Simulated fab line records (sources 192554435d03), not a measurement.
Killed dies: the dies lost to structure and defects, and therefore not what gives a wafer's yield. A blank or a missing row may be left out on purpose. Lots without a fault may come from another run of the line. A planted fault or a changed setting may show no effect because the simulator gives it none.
Chamber matching ; flow n5-finfet ; 4 sister chambers for N5_BEOL_M14_STRIP_37 on rie-diel-04
The step strips in O2. 8 wafers are shown with their chamber, then 12 later ones without.

== WAFERS WITH THEIR CHAMBER ==
wafer;chamber;showerhead-plenum-p-Torr (Torr);drypump-motor-current-A (A)
L086.4;3;2.12;5.6
L089.4;1;2.04;5.4
L089.5;0;2.06;5.8
L088.3;1;2.04;5.4
L088.5;2;2.11;5.4
L090.2;3;2.11;5.6
L090.3;0;2.06;5.7
L090.4;2;2.11;5.4

== WAFERS WITH NO CHAMBER GIVEN ==
wafer;showerhead-plenum-p-Torr (Torr);drypump-motor-current-A (A)
L093.1;2.03;5.4
L093.3;2.05;5.7
L093.6;2.11;5.4
L091.1;2.05;5.8
L091.3;2.03;5.4
L091.6;2.11;5.6
L095.2;2.11;5.6
L095.3;2.11;5.4
L095.6;2.11;5.4
L097.1;2.03;5.4
L097.3;2.05;5.7
L097.6;2.11;5.4

== CHAMBER TAKEN BY EACH ==
wafer;from the rows above;in truth
L093.1;1;1
L093.3;0;0
L093.6;2;2
L091.1;0;0
L091.3;1;1
L091.6;3;3
L095.2;3;3
L095.3;2;2
L095.6;2;2
L097.1;1;1
L097.3;0;0
L097.6;2;2
Correctly placed: 12 of 12. Left unplaced by these rows: 0. Placed wrongly: 0.
How it was worked out, from the rows above alone: a wafer's distance from a chamber is the root of the sum, over the readings, of the square of ((its reading less the chamber's mean) divided by the reading's scatter). The wafer belongs to the nearest chamber; if the next one is less than 2 further off, it can't be placed. For every chamber, the mean is computed from those of its wafers that are shown. How the scatter is found: for the shown wafers, subtract from each reading the mean of its chamber, square and add these, divide the total by (wafers less chambers), then take the root.
